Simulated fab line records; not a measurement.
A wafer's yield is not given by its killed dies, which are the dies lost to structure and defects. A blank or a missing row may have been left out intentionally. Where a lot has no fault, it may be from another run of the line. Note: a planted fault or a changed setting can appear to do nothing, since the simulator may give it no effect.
Comparing a struck lot with a sound one -- flow n5-finfet -- 17 out of 1938 route steps
Sound: wafers L409.2, L409.3, L409.5. The struck wafers were L418.3, L418.6. The cause comes at the end.
For every step that has rows: the tool of each side, followed by ch and its chambers, followed by its first start. Under that, the readings that differ: sound wafers -- struck wafers -- difference of the means -- sigmas: that difference in standard deviations of wafers without a fault.
alike: a reading whose means differ by less than 2 such deviations, as well as words and numbers matching on both sides. not compared: withheld readings; readings where some wafer has no value; bounds like >300 that might hide an equal value; numbers whose values overlap and for which the record gives no deviation.
A row with sigmas, a row that says differs or no value, or rows on one side alone: a step with any of these is where the two part. When numbers do not overlap yet have no deviation, they are printed without sigmas and do not part them. Lack of a reading on every wafer of one side parts them only where that side has two or more wafers.

first, 2 steps without rows for these wafers: N5_FIN_CUT_PRECLEAN_35 (cleans in vHF, time 13.3 s); N5_FIN_CUT_CUT_ETCH_15 (etches Si in HBr/Cl2/O2, target depth 100 nm, bt time 10 s, time 42.4 s).
N5_FIN_CUT_CUT_ETCH_28: etches Si in HBr/Cl2/O2, target depth 6 nm, time 2.4 s.
  sound on rie-si-03 ch 1,2,3, day 3 09:13; struck on rie-si-04 ch 2, day 5 19:34
reading,sound,struck,difference,sigmas
throttle-valve-pct (%),36.5 36.7 38.3,38.3 38.3,+1.1,+2
  alike: HBr_flow_sccm, drypump-motor-current-A, oes-product-au
  not compared: rf-hours-counter-h
N5_FIN_CUT_STRIP_22: strips in N2/H2.
  sound on rie-diel-03 ch 0,1, day 3 09:17; struck on rie-diel-04 ch 1, day 5 19:37
  alike: drypump-motor-current-A, oes-product-au, rf-vpp-V, showerhead-plenum-p-Torr, throttle-valve-pct
  not compared: rf-hours-counter-h
then, 3 steps without rows for these wafers: N5_FIN_CUT_PRECLEAN_36 (cleans in O3/DIW, time 60 s); N5_FIN_CUT_SRD_32 (time 30 s); N5_FIN_CUT_UV_OZONE_34 (time 120 s).
N5_FIN_CUT_INSPECT_17: inspects for defects (brightfield).
  struck on defect-inspect-01, day 5 19:47; sound on defect-inspect-02, day 3 09:27
  alike: raw-defect-count
N5_STI_FIN_REVEAL_ALD_00: deposits SiO2, target thk 1 nm, pulse time 1 s.
  sound on ald-sin-01 ch 0,1,3, day 3 09:29; struck on ald-sin-02 ch 0,2, day 5 22:11
  alike: heater-power-w, precursor-pulse-height-rel
N5_STI_FIN_REVEAL_ALD_14: deposits Si3N4, target thk 3 nm.
  sound on ald-sin-01 ch 0,1,3, day 3 09:32; struck on ald-sin-02 ch 0,2, day 5 22:14
  alike: heater-power-w
then, 2 steps without rows for these wafers: N5_STI_FIN_REVEAL_FCVD_FILL_01 (material SiO2 flowable, target thk 312 nm, time 512.2 s); N5_STI_FIN_REVEAL_DENSIFY_02 (time 1800 s).
N5_STI_FIN_REVEAL_CMP_04: polishes, stops on Si3N4, t overpolish 4 s, target thk 131.83 nm.
  sound on cmp-02 ch 2,3, day 3 14:37; struck on cmp-02 ch 2,3, day 6 03:17
reading,sound,struck,difference,sigmas
time-to-endpoint-s (s),110 121 110,54 61,-56,-9
  alike: motor-current-A, overpolish-run-s
N5_STI_FIN_REVEAL_THK_MEAS_05:
  struck on film-metro-01, day 6 03:35; sound on film-metro-01, day 3 14:52
reading,sound,struck,difference,sigmas
thk-nm (nm),130.6 132.6 131.5,126.6 127.8,-4.4,-4
N5_STI_FIN_REVEAL_DENSIFY_30:
  sound on rtp-anneal-02 ch 0, day 3 15:07; struck on rtp-anneal-01 ch 0, day 6 03:40
  alike: lamp-power-pct, lamp_zone_5_pct, lamp_zone_6_pct
  not compared: wafer_temp_C_max
-- a jump in the record: the struck wafers' starts before and after are 6 days apart (it breaks off in module STI_FIN_REVEAL and resumes in module BEOL_M4, where the first step shown is number 1111 of the route) --
N5_BEOL_M4_RC_MEAS_101:
  sound on prober-02 ch 0, day 9 23:25; struck on prober-01 ch 0, day 12 12:59
  alike: DIBL_N, DIBL_P, IOFF_N, IOFF_P, ION_N, ION_P, SS_N, SS_P, VT_N, VT_P
-- a jump in the record: the struck wafers' starts before and after are 4 days apart (it breaks off in module BEOL_M4 and resumes in module PASSIVATION, where the first step shown is number 1936 of the route) --
N5_PASSIVATION_PROBE_49:
  struck on prober-01, day 16 18:02; sound on prober-02, day 14 14:32
  alike: defect-limited-yield, killed_at_M0_to_M3, killed_at_M4_up, killed-at-contacts, killed-at-front-end, killed-at-other, killed-dies, killed-open, killed-short, sort_bin_5_function, sort_bin_6_memory, sort-n-pass, sort-yield-pct

WHERE THEY PART
At N5_FIN_CUT_CUT_ETCH_28 first; at N5_STI_FIN_REVEAL_THK_MEAS_05 last (within this record only). Later steps at which nothing parts them and some readings are alike: N5_STI_FIN_REVEAL_DENSIFY_30, N5_BEOL_M4_RC_MEAS_101, N5_PASSIVATION_PROBE_49.

WHY: the cause the simulator had injected
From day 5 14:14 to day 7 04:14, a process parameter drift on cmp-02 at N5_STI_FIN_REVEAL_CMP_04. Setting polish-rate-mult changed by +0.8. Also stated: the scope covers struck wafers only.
